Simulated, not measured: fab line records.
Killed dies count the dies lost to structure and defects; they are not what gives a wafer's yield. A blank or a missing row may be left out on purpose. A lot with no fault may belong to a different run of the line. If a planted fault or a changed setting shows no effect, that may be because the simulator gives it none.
Split-lot study ; flow n5-finfet ; route with 1938 steps; 7 lots, 39 wafers read

ON THE SPLIT
At N5_BEOL_M2_ILD_DEP_00 (deposits SiOC from DEMS/O2, target thk 79 nm, time 15.3 s), the setting target-thk-a was moved away from the recipe's 790 angstrom on 15 of the 39 wafers read, by -58.7% to +54.2%. This setting was run at the recipe's value on the other wafers.

Between the split and the reading, the file records no step.

THE READING
M2_ILD_THK at N5_BEOL_M2_THK_MEAS_01, in nm. Typical for fault-free wafers on this fab line: 78.9 nm, with standard deviation 0.92 nm.

wafer;tool, chamber at the split;target-thk-a as run, angstrom;against the recipe;M2_ILD_THK, nm;against lot-mates on the recipe
L077.1;pecvd-03, 2;790;recipe;78.4;-
L077.2;pecvd-03, 0;790;recipe;79.3;-
L077.3;pecvd-03, 1;326.5;-58.7%;32.3;-46.7
L077.4;pecvd-03, 0;326.5;-58.7%;33.1;-45.9
L077.5;pecvd-03, 1;326.5;-58.7%;33.0;-46.0
L077.6;pecvd-03, 2;790;recipe;79.3;-
L080.1;pecvd-01, 1;502.8;-36.4%;50.0;-28.8
L080.2;pecvd-01, 0;790;recipe;78.0;-
L080.3;pecvd-01, 2,1;502.8;-36.4%;49.7;-29.1
L080.4;pecvd-01, 0;790;recipe;79.3;-
L080.5;pecvd-01, 2;790;recipe;79.2;-
L080.6;pecvd-01, 2,1;502.8;-36.4%;49.6;-29.2
L084.1;pecvd-03, 2;1106;+40.0%;109.3;+31.0
L084.2;pecvd-03, 0;1106;+40.0%;108.6;+30.3
L084.3;pecvd-03, 1;790;recipe;77.5;-
L084.4;pecvd-03, 2;790;recipe;79.2;-
L084.5;pecvd-03, 1;790;recipe;78.2;-
L084.6;pecvd-03, 0;1106;+40.0%;111.1;+32.8
L085.1;pecvd-03, 0;790;recipe;78.9;-
L085.5;pecvd-03, 0,1;790;recipe;78.6;-
L085.6;pecvd-03, 0,1;790;recipe;78.5;-
L087.1;pecvd-04, 1;790;recipe;78.4;-
L087.2;pecvd-04, 2,0;790;recipe;78.9;-
L087.3;pecvd-04, 2,0;790;recipe;78.8;-
L087.4;pecvd-04, 0,2;790;recipe;79.6;-
L087.5;pecvd-04, 0,2;790;recipe;79.6;-
L087.6;pecvd-04, 1;790;recipe;79.9;-
L092.1;pecvd-03, 1;790;recipe;77.1;-
L092.2;pecvd-03, 0;618;-21.8%;61.2;-15.9
L092.3;pecvd-03, 2;790;recipe;76.2;-
L092.4;pecvd-03, 1;618;-21.8%;61.6;-15.5
L092.5;pecvd-03, 2;790;recipe;77.9;-
L092.6;pecvd-03, 0;618;-21.8%;61.7;-15.4
L093.1;pecvd-03, 0;790;recipe;80.2;-
L093.2;pecvd-03, 2;1218;+54.2%;121.3;+41.9
L093.3;pecvd-03, 1;790;recipe;78.6;-
L093.4;pecvd-03, 1;790;recipe;79.5;-
L093.5;pecvd-03, 2;1218;+54.2%;121.0;+41.6
L093.6;pecvd-03, 0;1218;+54.2%;123.8;+44.4
When a row names more than one chamber, that row covers several wafers, and the file does not tell which wafer ran in which chamber.

THE FIT
A straight line over all 39 wafers: M2_ILD_THK changes by +0.788 nm for each +1% of target-thk-a; r = +1.00; the points scatter about the line by 0.91 nm.
The same after taking each lot's own level away (the mean of its wafers on the recipe; 39 wafers): +0.785 nm for each +1%; r = +1.00; scatter 0.8 nm.
Per that fit: largest target-thk-a move, reading shift of 46 nm.
From 77.07 to 79.43 nm: that is the span of the lots' own levels, equal to 2.6 times the standard deviation above.
Consequently the slope shifts little with the lot-to-lot level, the two slopes agreeing.
Check: with one of the wafers moved furthest among these (-58.7%) left out of the fit, the line predicts -45.9 nm for it against its lot-mates. It came out at -46.7 nm against them.

THE OTHER SPLITS THESE WAFERS WENT THROUGH
These wafers also went through other splits before the reading. Each is held against what the fit with the lots' levels taken away leaves over:
other split on the same wafers;wafers away from the commonest value;r with M2_ILD_THK (lot level and that fit taken away)
N5_ZERO_LAYER_DEVELOP_10 develop-time-s;18;-0.17
N5_SD_EPI_N_ETCH_16 target-depth-a;12;-0.02
N5_HKMG_FIN_HK_ALD_01 ald-cycles;6;+0.02
N5_GATE_CUT_DESCUM_18 time-s;9;-0.15
N5_BEOL_M1_ILD_DEP_00 target-thk-a;15;-0.16

THE WHOLE CHAIN: every reading that the file lists as answering this split, in the file's order
step;what it does;reading;change (the file's fit);r (the file's)
N5_BEOL_M2_ILD_DEP_00;deposits SiOC from DEMS/O2, target thk 79 nm, time 15.3 s;SiOC_of_BEOL_M2_ILD_DEP_00.thk-nm (the simulator's own value, which no gauge read);+0.785 nm for each +1% of the setting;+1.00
N5_BEOL_M2_THK_MEAS_01;;M2_ILD_THK;+0.785 for each +1% of the setting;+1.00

FILE'S OWN FIT
M2_ILD_THK changes by +0.785 nm for each +1% of target-thk-a, r = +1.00.
